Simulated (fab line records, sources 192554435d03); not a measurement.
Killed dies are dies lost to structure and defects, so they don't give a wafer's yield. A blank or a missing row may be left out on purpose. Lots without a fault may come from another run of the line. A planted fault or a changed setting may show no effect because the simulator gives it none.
Problem report in the 8D (eight disciplines) form, filled by code | flow n5_finfet | the parts of the form that need people (team, actions taken, sign-off) are left out

1. THE PROBLEM
spin_speed_rpm at N5_FIN_SAQP_COAT_10 reads a mean of 1714.9 rpm on 6 wafers of 2 lots; wafers without a fault read 1500.0 rpm with a standard deviation of 1. That is +99 or more standard deviations from the usual mean.
The step: resist thk 90 nm.
First seen on wafer L511.1, day 4 21:37, on litho_track-05. The record holds 30 wafers of 10 lots with a number at this step. Rule for "out", or "out of limits": more than 4 standard deviations from the usual mean. The other wafers with a number count as sound.

2. WHAT IT IS AND WHAT IT IS NOT
question                    | is                     | is not
which readings at this step | spin_speed_rpm         | -
which lots                  | L511, L514             | L500, L503, L504, L506, L507, L508, L517, L521
which wafers of those lots  | all that have a number | -
read on which tools         | litho_track-05         | litho_track-01, litho_track-03
when                        | from day 4 21:37       | up to then (18 sound wafers); but 6 sound wafers of L517, L521 came after

3. SUSPECTS, AND WHAT RULES EACH OUT
Counting: a tool at a process step up to the reading stays a suspect if it ran every lot that is out and no sound lot after the first of them.
- litho_track-05 at N5_FIN_SAQP_COAT_10 (resist thk 90 nm): kept. It ran every lot that is out, first L511 (day 4 21:37), and no sound lot after that; its last sound lot up to then is L508 (day 4 03:29). Its own readings are out on those wafers: spin_speed_rpm.
Left after counting: litho_track-05 at N5_FIN_SAQP_COAT_10.

4. THE CAUSE (what the simulator had put in)
Process parameter drift: litho_track-05, from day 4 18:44 on, at N5_FIN_SAQP_COAT_10. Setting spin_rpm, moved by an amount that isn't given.
Counting left only this tool.

5. THE CHAIN OF EFFECTS, in route order
Each row: a reading whose mean over the struck wafers that have a number lies more than 3 standard deviations from the usual. Only readings for which the record gives a usual standard deviation are gone through. hours: the time from each lot's start at the first step in this table that gives one to its start at this step, as a median over the lots. sigmas: the change in usual standard deviations.
hours | step                | reading        | usual      | on struck wafers | change | sigmas
0     | N5_FIN_SAQP_COAT_10 | spin_speed_rpm | 1500.0 rpm | 1714.9           | +214.9 | +99 or more
The process steps in it:
- N5_FIN_SAQP_COAT_10: resist thk 90 nm.
Later measuring or inspecting steps at which every struck wafer that the step has a row for has a number for every such reading, and none has moved that far: N5_FIN_SAQP_OVL_MEAS_17, N5_BEOL_M4_RC_MEAS_101.

6. WHAT WOULD HAVE CAUGHT IT SOONER
In this record the first reading out of limits was taken at day 4 21:37, 3 hours after the fault began at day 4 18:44.
